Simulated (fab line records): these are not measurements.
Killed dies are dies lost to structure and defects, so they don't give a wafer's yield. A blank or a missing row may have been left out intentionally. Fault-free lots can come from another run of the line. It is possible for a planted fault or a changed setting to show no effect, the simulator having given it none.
fab line records | flow nand-harc
record lots=6 | wafers=16 | last-day=24
route steps=1159 shown A_STAIRCASE@541 END@1159
lots with no fault: from the same line, run without faults
start-h: hours from the record's opening day to when the first of the lot's shown wafers began | wait-h: hours from the lot's prior step to this one | " the same as in the row above | L1.1+2: a single row standing in for several wafers | - no value, or no start was given | * or withheld: withheld | < > ~ a bound
route shown NAME@n: NAME is a module with steps in the file, n the number in the route of the first one | usual: the fault-free wafers' mean and standard deviation | same: alike in all rows | chamber/n: place in a boat | sites: the reading at each site | _std_site: the values' standard deviation | _edge_site: mean of outer sites minus mean of inner sites | radius-mm: how far each site lies from the wafer's centre | mask NAME#n: copy n | behind: the most recent tool/chamber to have shaped the wafer | hold: what put the lot on hold/how long, in hours/how the hold closed | device: whichever transistor did not switch (one of n, p or np) | end of line: tests run on the same wafers once the route is complete | a step without rows: its recipe alone | killed: at the first sort, the dies lost to defects and structure; wafer yield is something else | map: per-die view of a wafer (x killed, . not killed, _ where there is no die)
set.NAME: the setting that was run; set.NAME@STEP: the one run at that earlier step | model.NAME: the simulator's own value behind a step, which no gauge read
certain route steps with their lots: each step a table, each wafer a row
services: from which hour (start-h, from the record's first day; less than 0 if before it) a tool's chamber was out of use, for how many hours, and why
## steps
# step NHARC_A_STAIRCASE_EBR_05
# step NHARC_A_STAIRCASE_EXPOSE_06
# recipe na=0.5 | dose-mj=25.43 | mask-id=STAIR
# step NHARC_A_STAIRCASE_PEB_07
# recipe peb-temp-c=115 | peb-time-s=130
# step NHARC_A_STAIRCASE_DEVELOP_08
# recipe time-s=140
# step NHARC_A_STAIRCASE_HARDBAKE_10
# recipe temp-c=120 | time-s=140
# step NHARC_A_STAIRCASE_DESCUM_11
# recipe time-s=3 | o2-flow-sccm=200 | ar-flow-sccm=0 | bias-power-w=0 | chemistry=O2
# usual drypump-motor-current-A=5.6/0.45 | mfc-ar-sccm=0.008/0.011 | oes-product-au=0.999/0.011 | rf-vpp-V=57.9/0.86 | showerhead-plenum-p-Torr=1.92/0.096 | throttle-valve-pct=11.311/0.0097
lot.wafer | tool        | chamber | start-h | wait-h | drypump-motor-current-A | mfc-ar-sccm | oes-product-au | rf-hours-counter-h | rf-vpp-V | showerhead-plenum-p-Torr | throttle-valve-pct
L648.3    | rie-diel-11 | 0       | 245.97  | -      | 6.5                     | 0.020       | 0.981          | 16                 | 57.1     | 2.07                     | 11.311
L648.6    | "           | 3       | "       | "      | 5.5                     | 0           | 0.988          | -                  | 57.6     | 1.97                     | 11.294
L648.5    | "           | 0       | "       | "      | 6.5                     | 0.020       | 0.976          | -                  | 58.9     | 2.07                     | 11.306
L652.1    | rie-diel-09 | 2       | 251.58  | -      | 5.5                     | 0           | 1.009          | 63                 | 58.0     | 1.92                     | 11.302
L652.4    | "           | 3       | "       | "      | 5.7                     | 0           | 0.997          | 60                 | 58.5     | 1.80                     | 11.302
L652.2    | "           | 0       | "       | "      | 5.4                     | 0.014       | 0.988          | 56                 | 58.2     | 1.88                     | 11.301
L655.3    | rie-diel-11 | 1       | 286.10  | -      | 5.9                     | 0.006       | 1.008          | 33                 | 58.0     | 1.81                     | 11.303
L655.6    | "           | 2       | "       | "      | 5.9                     | 0           | 0.995          | -                  | 58.5     | 2.07                     | 11.330
L656.3    | rie-diel-11 | 0       | 289.53  | -      | 6.5                     | 0.020       | 0.984          | 36                 | 59.0     | 2.06                     | 11.305
L656.5    | "           | 0       | "       | "      | 6.5                     | 0.020       | 0.983          | -                  | 59.1     | 2.06                     | 11.308
L664.4    | rie-diel-09 | 3       | 332.61  | -      | 5.7                     | 0           | 1.024          | 26                 | 58.2     | 1.79                     | 11.306
L664.6    | "           | 3       | "       | "      | 5.7                     | 0           | 1.020          | -                  | 57.0     | 1.79                     | 11.319
L664.5    | "           | 0       | "       | "      | 5.5                     | 0.014       | 1.010          | -                  | 56.7     | 1.87                     | 11.317
L667.2    | rie-diel-09 | 2       | 354.55  | -      | 5.5                     | 0           | 0.991          | 33                 | 56.7     | 1.90                     | 11.307
L667.3    | "           | 3       | "       | "      | 5.7                     | 0           | 1.012          | 34                 | 56.3     | 1.79                     | 11.306
L667.5    | "           | 1       | "       | "      | 4.8                     | 0.040       | 1.001          | -                  | 57.4     | 1.99                     | 11.308
# step NHARC_A_STAIRCASE_TRIM_12
# recipe time-s=211.2 | o2-flow-sccm=500 | ar-flow-sccm=0 | bias-w=0 | chemistry=O2
# usual drypump-motor-current-A=5.6/0.48 | mfc-ar-sccm=0.010/0.012 | oes-product-au=0.999/0.011 | rf-vpp-V=57.8/0.97 | showerhead-plenum-p-Torr=3.54/0.16 | throttle-valve-pct=17.037/0.009
lot.wafer | tool        | chamber | start-h | wait-h | drypump-motor-current-A | mfc-ar-sccm | oes-product-au | rf-hours-counter-h | rf-vpp-V | showerhead-plenum-p-Torr | throttle-valve-pct
L648.3    | rie-diel-11 | 1       | 248.05  | 2.1    | 6.0                     | 0.006       | 1.003          | 19                 | 56.8     | 3.36                     | 17.030
L648.6    | "           | 0       | "       | "      | 6.5                     | 0.020       | 0.983          | -                  | 58.2     | 3.80                     | 17.032
L648.5    | "           | 1       | "       | "      | 5.9                     | 0.006       | 0.993          | -                  | 56.3     | 3.36                     | 17.047
L652.1    | rie-diel-09 | 2       | 251.68  | 0.1    | 5.5                     | 0           | 1.005          | 63                 | 57.8     | 3.53                     | 17.029
L652.2    | "           | 3       | "       | "      | 5.7                     | 0           | 0.987          | 60                 | 57.5     | 3.33                     | 17.029
L652.4    | "           | 0       | "       | "      | 5.5                     | 0.014       | 0.988          | 56                 | 56.1     | 3.47                     | 17.017
L655.3    | rie-diel-11 | 0       | 286.22  | 0.1    | 6.5                     | 0.020       | 0.994          | 34                 | 57.7     | 3.79                     | 17.024
L655.6    | "           | 2       | "       | "      | 5.9                     | 0           | 0.994          | -                  | 58.0     | 3.79                     | 17.035
L656.3    | rie-diel-11 | 2       | 289.71  | 0.2    | 5.9                     | 0           | 0.981          | 28                 | 59.2     | 3.79                     | 17.039
L656.5    | "           | 0       | "       | "      | 6.5                     | 0.020       | 0.985          | -                  | 59.7     | 3.79                     | 17.036
L664.4    | rie-diel-09 | 0       | 332.73  | 0.1    | 5.5                     | 0.014       | 0.995          | 25                 | 57.1     | 3.45                     | 17.048
L664.6    | "           | 1       | "       | "      | 4.8                     | 0.040       | 0.990          | -                  | 59.4     | 3.66                     | 17.043
L664.5    | "           | 2       | "       | "      | 5.5                     | 0           | 1.008          | -                  | 58.4     | 3.52                     | 17.039
L667.2    | rie-diel-09 | 0       | 354.80  | 0.2    | 5.4                     | 0.014       | 0.999          | 33                 | 57.8     | 3.45                     | 17.018
L667.3    | "           | 3       | "       | "      | 5.7                     | 0           | 1.010          | 34                 | 57.8     | 3.32                     | 17.035
L667.5    | "           | 0       | "       | "      | 5.5                     | 0.014       | 0.992          | -                  | 58.0     | 3.45                     | 17.032
# step NHARC_A_STAIRCASE_ETCH_13
# recipe target-depth-a=1000 | time-s=40.5 | ion-energy-ev=400 | c4f8-flow-sccm=20 | o2-flow-sccm=10 | ar-flow-sccm=withheld | rf-w=600 | bias-w=1000 | chemistry=C4F8/O2
# usual oes-product-au=0.937/0.015 | rf-vpp-V=896/5.9
lot.wafer | tool        | chamber | start-h | wait-h | oes-product-au | rf-hours-counter-h | rf-vpp-V
L648.3    | rie-diel-11 | 0       | -       | -      | 0.909          | 18                 | 906
L648.5    | "           | 1       | "       | "      | 0.916          | -                  | 890
L648.6    | "           | 2       | "       | "      | 0.922          | -                  | 905
L652.1    | rie-diel-09 | 3       | -       | -      | 0.912          | 61                 | 890
L652.2    | "           | 1       | "       | "      | 0.937          | 60                 | 902
L652.4    | "           | 2       | "       | "      | 0.921          | 63                 | 895
L655.3    | rie-diel-11 | 2       | -       | -      | 0.947          | 27                 | 906
L655.6    | "           | 0       | "       | "      | 0.936          | -                  | 904
L656.3    | rie-diel-11 | 2       | -       | -      | 0.947          | 28                 | 905
L656.5    | "           | 0       | "       | "      | 0.932          | -                  | 904
L664.4    | rie-diel-09 | 3       | -       | -      | 0.949          | 26                 | 888
L664.6    | "           | 0       | "       | "      | 0.927          | -                  | 893
L664.5    | "           | 1       | "       | "      | 0.936          | -                  | 901
L667.3    | rie-diel-09 | 3       | -       | -      | 0.944          | 34                 | 887
L667.2    | "           | 0       | "       | "      | 0.921          | 33                 | 893
L667.5    | "           | 3       | "       | "      | 0.935          | -                  | 886
# step NHARC_A_STAIRCASE_TRIM_14
# recipe time-s=211.2 | o2-flow-sccm=500 | ar-flow-sccm=0 | bias-w=0 | chemistry=O2
# usual drypump-motor-current-A=5.6/0.48 | mfc-ar-sccm=0.010/0.012 | oes-product-au=1.000/0.011 | rf-vpp-V=57.8/0.97 | showerhead-plenum-p-Torr=3.54/0.16 | throttle-valve-pct=17.036/0.0088
lot.wafer | tool        | chamber | start-h | wait-h | drypump-motor-current-A | mfc-ar-sccm | oes-product-au | rf-hours-counter-h | rf-vpp-V | showerhead-plenum-p-Torr | throttle-valve-pct
L648.3    | rie-diel-11 | 2       | -       | -      | 5.9                     | 0           | 0.997          | 13                 | 58.3     | 3.80                     | 17.036
L648.6    | "           | 3       | "       | "      | 5.5                     | 0           | 1.002          | -                  | 57.6     | 3.63                     | 17.037
L648.5    | "           | 0       | "       | "      | 6.5                     | 0.020       | 0.995          | -                  | 57.5     | 3.80                     | 17.034
L652.1    | rie-diel-09 | 1       | -       | -      | 4.8                     | 0.040       | 1.001          | 60                 | 59.0     | 3.67                     | 17.049
L652.2    | "           | 2       | "       | "      | 5.5                     | 0           | 1.007          | 63                 | 57.0     | 3.53                     | 17.039
L652.4    | "           | 0       | "       | "      | 5.4                     | 0.014       | 0.985          | 56                 | 57.7     | 3.47                     | 17.035
L655.3    | rie-diel-11 | 1       | -       | -      | 6.0                     | 0.006       | 1.006          | 33                 | 57.7     | 3.35                     | 17.043
L655.6    | "           | 0       | "       | "      | 6.5                     | 0.020       | 0.999          | -                  | 57.6     | 3.79                     | 17.026
L656.3    | rie-diel-11 | 1       | -       | -      | 5.9                     | 0.006       | 0.986          | 34                 | 56.7     | 3.35                     | 17.034
L656.5    | "           | 3       | "       | "      | 5.5                     | 0           | 0.995          | -                  | 57.0     | 3.62                     | 17.042
L664.4    | rie-diel-09 | 0       | -       | -      | 5.5                     | 0.014       | 0.983          | 26                 | 58.8     | 3.45                     | 17.026
L664.6    | "           | 2       | "       | "      | 5.5                     | 0           | 1.019          | -                  | 56.4     | 3.52                     | 17.026
L664.5    | "           | 3       | "       | "      | 5.7                     | 0           | 1.028          | -                  | 57.7     | 3.32                     | 17.032
L667.2    | rie-diel-09 | 2       | -       | -      | 5.5                     | 0           | 1.013          | 35                 | 59.4     | 3.51                     | 17.031
L667.3    | "           | 3       | "       | "      | 5.7                     | 0           | 1.010          | 36                 | 57.4     | 3.31                     | 17.028
L667.5    | "           | 1       | "       | "      | 4.8                     | 0.040       | 0.989          | -                  | 58.7     | 3.65                     | 17.028
# step NHARC_A_STAIRCASE_ETCH_15
# recipe target-depth-a=1000 | time-s=40.5 | ion-energy-ev=400 | c4f8-flow-sccm=20 | o2-flow-sccm=10 | ar-flow-sccm=withheld | rf-w=600 | bias-w=1000 | chemistry=C4F8/O2
# step NHARC_A_STAIRCASE_TRIM_16
# recipe time-s=211.2 | o2-flow-sccm=500 | ar-flow-sccm=0 | bias-w=0 | chemistry=O2
# usual drypump-motor-current-A=5.6/0.45 | mfc-ar-sccm=0.009/0.012 | oes-product-au=1.000/0.011 | rf-vpp-V=57.9/0.83 | showerhead-plenum-p-Torr=3.55/0.16 | throttle-valve-pct=17.035/0.0088
lot.wafer | tool        | chamber | start-h | wait-h | drypump-motor-current-A | mfc-ar-sccm | oes-product-au | rf-hours-counter-h | rf-vpp-V | showerhead-plenum-p-Torr | throttle-valve-pct
L648.3    | rie-diel-11 | 2       | -       | -      | 6.0                     | 0           | 0.982          | 13                 | 58.5     | 3.80                     | 17.023
L648.5    | "           | 3       | "       | "      | 5.5                     | 0           | 0.998          | -                  | 57.0     | 3.63                     | 17.044
L648.6    | "           | 0       | "       | "      | 6.5                     | 0.020       | 0.972          | -                  | 58.1     | 3.80                     | 17.039
L652.2    | rie-diel-09 | 3       | -       | -      | 5.7                     | 0           | 1.005          | 61                 | 59.2     | 3.33                     | 17.040
L652.4    | "           | 1       | "       | "      | 4.7                     | 0.040       | 0.995          | 60                 | 59.5     | 3.67                     | 17.019
L652.1    | "           | 2       | "       | "      | 5.5                     | 0           | 1.002          | 64                 | 57.8     | 3.53                     | 17.037
L655.3    | rie-diel-11 | 0       | -       | -      | 6.5                     | 0.020       | 0.977          | 34                 | 58.3     | 3.79                     | 17.034
L655.6    | "           | 2       | "       | "      | 5.9                     | 0           | 0.986          | -                  | 57.8     | 3.79                     | 17.035
L656.3    | rie-diel-11 | 2       | -       | -      | 5.9                     | 0           | 0.996          | 28                 | 58.3     | 3.79                     | 17.045
L656.5    | "           | 1       | "       | "      | 5.9                     | 0.006       | 0.999          | -                  | 59.4     | 3.35                     | 17.036
L664.4    | rie-diel-09 | 2       | -       | -      | 5.5                     | 0           | 1.024          | 24                 | 58.9     | 3.52                     | 17.052
L664.5    | "           | 3       | "       | "      | 5.7                     | 0           | 1.025          | -                  | 57.2     | 3.32                     | 17.029
L664.6    | "           | 0       | "       | "      | 5.4                     | 0.014       | 1.001          | -                  | 57.1     | 3.45                     | 17.022
L667.2    | rie-diel-09 | 3       | -       | -      | 5.7                     | 0           | 1.013          | 36                 | 56.8     | 3.31                     | 17.036
L667.3    | "           | 0       | "       | "      | 5.5                     | 0.014       | 1.003          | 35                 | 57.7     | 3.45                     | 17.037
L667.5    | "           | 2       | "       | "      | 5.5                     | 0           | 1.010          | -                  | 58.0     | 3.51                     | 17.042
# step NHARC_A_STAIRCASE_ETCH_17
# recipe target-depth-a=1000 | time-s=40.5 | ion-energy-ev=400 | c4f8-flow-sccm=20 | o2-flow-sccm=10 | ar-flow-sccm=withheld | rf-w=600 | bias-w=1000 | chemistry=C4F8/O2
# usual oes-product-au=0.940/0.014 | rf-vpp-V=896/6.1
lot.wafer | tool        | chamber | start-h | wait-h | oes-product-au | rf-hours-counter-h | rf-vpp-V
L648.3    | rie-diel-11 | 0       | 248.79  | -      | 0.917          | 19                 | 905
L648.5    | "           | 1       | "       | "      | 0.942          | -                  | 888
L648.6    | "           | 2       | "       | "      | 0.935          | -                  | 906
L652.4    | rie-diel-09 | 0       | 252.46  | -      | 0.925          | 57                 | 893
L652.2    | "           | 1       | "       | "      | 0.931          | 60                 | 901
L652.1    | "           | 2       | "       | "      | 0.949          | 64                 | 898
L655.3    | rie-diel-11 | 2       | 286.85  | -      | 1.085          | 27                 | 905
L655.6    | "           | 2       | "       | "      | 1.094          | -                  | 906
L656.3    | rie-diel-11 | 3       | 290.32  | -      | 1.084          | 28                 | 898
L656.5    | "           | 1       | "       | "      | 0.925          | -                  | 888
L664.4    | rie-diel-09 | 1       | 333.41  | -      | 0.929          | 24                 | 900
L664.6    | "           | 0       | "       | "      | 0.931          | -                  | 894
L664.5    | "           | 1       | "       | "      | 0.950          | -                  | 902
L667.3    | rie-diel-09 | 0       | 357.31  | -      | 0.921          | 35                 | 893
L667.2    | "           | 1       | "       | "      | 0.931          | 35                 | 900
L667.5    | "           | 3       | "       | "      | 0.950          | -                  | 889
# step NHARC_A_STAIRCASE_TRIM_18
# recipe time-s=211.2 | o2-flow-sccm=500 | ar-flow-sccm=0 | bias-w=0 | chemistry=O2
# step NHARC_END_SORT_01
# recipe temp-c=25
# usual killed-at-array=29/11 | killed-at-other=0.7/1.1 | killed-at-periphery=2.9/2.2 | killed-dies=33/11 | killed-open=3.1/1.8 | killed-short=1.9/1.4
# same gross-dies=677
lot.wafer | tool      | chamber | start-h | wait-h | killed-at-array | killed-at-other | killed-at-periphery | killed-dies | killed-open | killed-short
L648.3    | prober-02 | 0       | 462.90  | 8.0    | 16              | 0               | 7                   | 23          | 4           | 2
L648.5    | prober-02 | 0       | 464.47  | 8.5    | 15              | 0               | 8                   | 23          | 3           | 0
L648.6    | prober-02 | 0       | 465.26  | 8.8    | 20              | 0               | 11                  | 31          | 3           | 4
L652.1    | prober-01 | 0       | 464.02  | 2.5    | 27              | 0               | 3                   | 30          | 3           | 2
L652.2    | prober-01 | 0       | 464.82  | 2.8    | 36              | 0               | 4                   | 40          | 2           | 0
L652.4    | prober-01 | 0       | 466.42  | 3.4    | 40              | 0               | 3                   | 43          | 3           | 2
L655.3    | prober-01 | 0       | 490.74  | 3.1    | 660             | 1               | 3                   | 664         | 4           | 2
L655.6    | prober-01 | 0       | 493.10  | 3.9    | 667             | 0               | 5                   | 672         | 6           | 2
L656.3    | prober-02 | 0       | 498.52  | 3.1    | 673             | 0               | 1                   | 674         | 3           | 0
L656.5    | prober-02 | 0       | 500.11  | 3.7    | 21              | 1               | 2                   | 24          | 1           | 1
L664.4    | prober-02 | 0       | 536.58  | 3.4    | 26              | 0               | 1                   | 27          | 5           | 5
L664.5    | prober-02 | 0       | 537.39  | 3.7    | 20              | 1               | 0                   | 21          | 1           | 2
L664.6    | prober-02 | 0       | 538.20  | 4.0    | 22              | 1               | 2                   | 25          | 2           | 3
L667.2    | prober-01 | 0       | 563.81  | 2.8    | 44              | 0               | 2                   | 46          | 0           | 5
L667.3    | prober-01 | 0       | 564.60  | 3.1    | 55              | 0               | 7                   | 62          | 2           | 2
L667.5    | prober-01 | 0       | 566.20  | 3.7    | 52              | 0               | 3                   | 55          | 4           | 3
# killed by level:class
L648.3 A_SLIT:chamber-film-flake=10 P_CONTACT:chamber-film-flake=3 A_CONTACT:chamber-film-flake=2 P_GATE:geometric-particle:open=1 P_M0:geometric-particle:short=1 A_CHANNEL_HOLE_D1:geometric-particle:open=1 A_CHANNEL_FILL_D1:geometric-particle:open=1 A_CONTACT:geometric-particle:open=1
L652.1 A_CHANNEL_HOLE_D1:chamber-film-flake=10 A_SLIT:chamber-film-flake=6 A_STAIRCASE:chamber-film-flake=3 A_M0:chamber-film-flake=3 A_SGD_CUT:chamber-film-flake=2 P_CONTACT:geometric-particle:short=1 P_M0:geometric-particle:open=1 A_WL_FILL:geometric-particle:open=1
L648.5 A_SLIT:chamber-film-flake=6 P_ZERO_WELL:chamber-film-flake=3 P_GATE:chamber-film-flake=3 A_CHANNEL_HOLE_D1:chamber-film-flake=3 A_CONTACT:geometric-particle:open=2 P_CONTACT:chamber-film-flake=2 A_CONTACT:chamber-film-flake=2 A_CHANNEL_FILL_D1:geometric-particle:open=1
L652.2 A_SLIT:chamber-film-flake=10 A_CHANNEL_HOLE_D1:chamber-film-flake=7 A_SGD_CUT:chamber-film-flake=6 A_STAIRCASE:chamber-film-flake=5 A_CONTACT:chamber-film-flake=5 P_M1:chamber-film-flake=3 A_CHANNEL_FILL_D1:geometric-particle:open=1 A_M0:geometric-particle:open=1
L648.6 A_SLIT:chamber-film-flake=7 P_CONTACT:chamber-film-flake=6 A_CHANNEL_HOLE_D1:chamber-film-flake=5 P_GATE:chamber-film-flake=3 P_M0:geometric-particle:open=2 A_CONTACT:chamber-film-flake=2 A_CHANNEL_HOLE_D1:geometric-particle:short=1 A_CHANNEL_FILL_D1:geometric-particle:short=1
L652.4 A_CHANNEL_HOLE_D1:chamber-film-flake=13 A_SLIT:chamber-film-flake=10 A_SGD_CUT:chamber-film-flake=6 A_STAIRCASE:chamber-film-flake=3 A_CONTACT:geometric-particle:open=2 A_ZERO_WELL:chamber-film-flake=2 A_SOURCE_PLATE:geometric-particle:short=1 A_WL_FILL:geometric-particle:open=1
L655.3 A_STAIRCASE:area-etch=638 A_CHANNEL_HOLE_D1:chamber-film-flake=11 A_CONTACT:chamber-film-flake=4 A_STAIRCASE:chamber-film-flake=3 P_STI:geometric-particle:open=1 P_M0:geometric-particle:open=1 A_SOURCE_PLATE:geometric-particle:short=1 A_ONON_D1:geometric-particle:open=1
L655.6 A_STAIRCASE:area-etch=638 A_CHANNEL_HOLE_D1:chamber-film-flake=23 P_GATE:geometric-particle:open=2 A_CONTACT:chamber-film-flake=2 P_CONTACT:geometric-particle:open=1 P_CONTACT:geometric-particle:short=1 A_ONON_D1:geometric-particle:open=1 A_CHANNEL_FILL_D1:geometric-particle:open=1
L656.3 A_STAIRCASE:area-etch=644 A_CHANNEL_HOLE_D1:chamber-film-flake=13 A_CONTACT:chamber-film-flake=10 A_STAIRCASE:chamber-film-flake=4 P_M0:geometric-particle:open=1 A_WL_FILL:geometric-particle:open=1 A_BLC:geometric-particle:open=1
L656.5 A_CHANNEL_HOLE_D1:chamber-film-flake=13 A_CONTACT:chamber-film-flake=6 P_CONTACT:geometric-particle:short=1 A_CONTACT:geometric-particle:open=1 P_GATE:chamber-film-flake=1 A_WL_FILL:chamber-film-flake=1 THIN_TSV:chamber-film-flake=1
L664.4 A_SLIT:chamber-film-flake=6 A_CONTACT:chamber-film-flake=4 A_CHANNEL_HOLE_D1:chamber-film-flake=3 A_STAIRCASE:chamber-film-flake=3 A_ONON_D1:geometric-particle:short=2 A_SOURCE_PLATE:geometric-particle:short=1 A_ONON_D1:geometric-particle:open=1 A_CHANNEL_FILL_D1:geometric-particle:short=1
L664.5 A_CHANNEL_HOLE_D1:chamber-film-flake=7 A_SLIT:chamber-film-flake=6 A_STAIRCASE:chamber-film-flake=2 A_CONTACT:chamber-film-flake=2 A_CHANNEL_FILL_D1:geometric-particle:short=1 A_STAIRCASE:geometric-particle:short=1 A_M1:geometric-particle:open=1 THIN_TSV:chamber-film-flake=1
L664.6 A_CHANNEL_HOLE_D1:chamber-film-flake=7 A_SLIT:chamber-film-flake=6 A_SOURCE_PLATE:geometric-particle:short=3 A_CONTACT:chamber-film-flake=3 A_STAIRCASE:chamber-film-flake=2 P_M0:geometric-particle:open=1 A_CONTACT:geometric-particle:open=1 P_STI:chamber-film-flake=1
L667.2 A_SLIT:chamber-film-flake=16 A_CHANNEL_HOLE_D1:chamber-film-flake=16 A_STAIRCASE:chamber-film-flake=7 P_M1:geometric-particle:short=1 A_SOURCE_PLATE:geometric-particle:short=1 A_CHANNEL_HOLE_D1:geometric-particle:short=1 A_WL_FILL:geometric-particle:short=1 A_M0:geometric-particle:short=1
L667.3 A_CHANNEL_HOLE_D1:chamber-film-flake=20 A_SLIT:chamber-film-flake=20 A_CONTACT:chamber-film-flake=6 A_STAIRCASE:chamber-film-flake=4 P_M0:chamber-film-flake=3 P_BONDPAD:chamber-film-flake=2 P_GATE:chamber-film-flake=1 P_M1:geometric-particle:open=1
L667.5 A_CHANNEL_HOLE_D1:chamber-film-flake=19 A_SLIT:chamber-film-flake=19 A_STAIRCASE:chamber-film-flake=3 A_CONTACT:chamber-film-flake=3 A_CONTACT:geometric-particle:open=2 P_GATE:chamber-film-flake=2 P_STI:geometric-particle:open=1 A_ONON_D1:geometric-particle:open=1
# map L655.6 (x killed, . not)
____________x____________
_________xxxxxxx_________
_______xxxxxxxxxxx_______
______xxxxxxxxxxxxx______
_____xxxxxxxxxx.xxxx_____
____xxxxxxxxxxxxxxxxx____
____xxxxxxxxxxxxxxxxx____
___xxxxxxxxxxxxxxxxxxx___
___xxxxxxxxxxxxxxxxxxx___
__xxxxxxxxxxxxxxxxxxxxx__
__xxxxxxxxxxxxxxxxxxxxx__
_xxxxxxxxxxxxxxxxxxxxxxx_
_xxxxxxxxxxxxxxxxxxxxxxx_
_xxxxxxxxxxxxxxxxxxxxxxx_
_xxxxxxxxxxxxxxxxxxxxxxx_
_xxxxxxxxxxxxxxxxxxxxxxx_
xxxxxxxxxxxxxxxxxxxxxxxxx
xxxxxxxxxxxxxxxxxxxxxxxxx
xxxxxxxxxxxxxxxxxxxxxxxxx
xxxxxxxxxxxxxxxxxxxxxxxxx
xxxxxxxxxxxxxxxxxxxxxxxxx
_xxxxxxxxxxxxxxxxxxxxxxx_
_xxxxxxxxxxxxxxxxxxxxxxx_
_xxxxxxxxxxxxxxxxxxxxxxx_
_xxxxxxxxxxxxxxxxxxxxxxx_
_xxxxxxxxxxxxxxxxxxxxxxx_
__xxxxx.xxxxxxxxxxxxxxx__
__xxxxxxxxxxxxxxxxxxxxx__
___xxxxxxxxxxxxxxxxxxx___
___xxxxxxxxxxxxxxxxxxx___
____xxxxxxxxxxxxxxxxx____
____xxxxxxxxxxxxxxxxx____
_____x.xxxxxxxxxxx.x_____
______xxxxxxxxxxxxx______
_______xxxxxxxxxxx_______
_________xxx.xxx_________
____________x____________
# map L656.3 (x killed, . not)
____________x____________
_________xxxxxxx_________
_______xxxxxxxxxxx_______
______xxxxxxxxxxxxx______
_____xxxxxxxxxxxxxxx_____
____xxxxxxxxxxxxxxxxx____
____xxxxxxxxxxxxxxxxx____
___xxxxxxxxxxxxxxxxxxx___
___xxxxxxxxxxxxxxxxxxx___
__xxxxxxxxxxxxxxxxxxxxx__
__xxxxxxxxxxxxxxxxxxxxx__
_xxxxxxx.xxxxxxxxxxxxxxx_
_xxxxxxxxxxxxxxxxxxxxxxx_
_xxxxxxxxxxxxxxxxxxxxxxx_
_xxxxxxxxxxxxxxxxxxxxxxx_
_xxxxxxxxxxxxxxxxxxxxxxx_
xxxxxxxxxxxxxxxxxxxxxxxxx
xxxxxxxxxxxxxxxxxxxxxxxxx
xxxxxxxxxxxxxxxxxxxxxxxxx
.xxxxxxxxxxxxxxxxxxxxxxxx
xxxxxxxxxxxxxxxxxxxxxxxxx
_xxxxxxxxxxxxxxxxxxxxxxx_
_xxxxxxxxxx.xxxxxxxxxxxx_
_xxxxxxxxxxxxxxxxxxxxxxx_
_xxxxxxxxxxxxxxxxxxxxxxx_
_xxxxxxxxxxxxxxxxxxxxxxx_
__xxxxxxxxxxxxxxxxxxxxx__
__xxxxxxxxxxxxxxxxxxxxx__
___xxxxxxxxxxxxxxxxxxx___
___xxxxxxxxxxxxxxxxxxx___
____xxxxxxxxxxxxxxxxx____
____xxxxxxxxxxxxxxxxx____
_____xxxxxxxxxxxxxxx_____
______xxxxxxxxxxxxx______
_______xxxxxxxxxxx_______
_________xxxxxxx_________
____________x____________
## services
tool        | chamber | start-h | hours | kind
rie-diel-11 | 3       | 222.43  | 15.8  | repair
rie-diel-09 | 0       | 234.33  | -     | clean
rie-diel-09 | 1       | 234.33  | -     | clean
rie-diel-09 | 2       | 234.33  | -     | clean
rie-diel-09 | 3       | 234.33  | -     | clean
rie-diel-09 | -       | 254.16  | 9.0   | pm
rie-diel-09 | 0       | 254.16  | 9.0   | vent-cycle
rie-diel-09 | 1       | 254.16  | 9.0   | vent-cycle
rie-diel-09 | 2       | 254.16  | 9.0   | vent-cycle
rie-diel-09 | 3       | 254.16  | 9.0   | vent-cycle
rie-diel-09 | 0       | 263.16  | -     | clean
rie-diel-09 | 1       | 263.16  | -     | clean
rie-diel-09 | 2       | 263.16  | -     | clean
rie-diel-09 | 3       | 263.16  | -     | clean
rie-diel-09 | 0       | 287.67  | -     | clean
rie-diel-09 | 1       | 287.67  | -     | clean
rie-diel-09 | 2       | 287.67  | -     | clean
rie-diel-09 | 3       | 287.67  | -     | clean
rie-diel-11 | 1       | 303.45  | 4.2   | repair
rie-diel-09 | 0       | 312.31  | -     | clean
rie-diel-09 | 1       | 312.31  | -     | clean
rie-diel-09 | 2       | 312.31  | -     | clean
rie-diel-09 | 3       | 312.31  | -     | clean
rie-diel-09 | 0       | 336.81  | -     | clean
## key
first-sign step=NHARC_A_STAIRCASE_ETCH_17 | reading=oes-product-au | direction=up | sigmas=11 | usual=0.940 | struck=1.088
effect step=NHARC_END_SORT_01 | reading=killed-dies | direction=up | sigmas=58 | usual=33 | struck=670
more-kills-born-at NHARC_A_STAIRCASE_ETCH_17@rie-diel-11=1920
met-at NHARC_A_STAIRCASE_ETCH_17
struck-wafers L655.3,L655.6,L656.3
later-rows-left-out L655.3,L655.6,L656.3
tester-left-out L655,L656
onset-between 248.79 286.85
fault kind=process-parameter-drift | tool=rie-diel-11 | chamber=- | onset-h=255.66 | steps=NHARC_A_STAIRCASE_ETCH_17 | channel=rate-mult | offset=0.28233 | shape=step | end-h=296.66 | scope=struck-wafers-only
# tester-left-out: of these lots the tester's yield and bins aren't shown, on N5 and GAA mostly nor the transistor test; their killed dies are dies lost to structure and defects alone, not to doping, threshold or leakage, so they don't give the yield
# later-rows-left-out: the simulator's readings of these wafers behind a module that went badly wrong aren't trusted and aren't shown, but for the sort
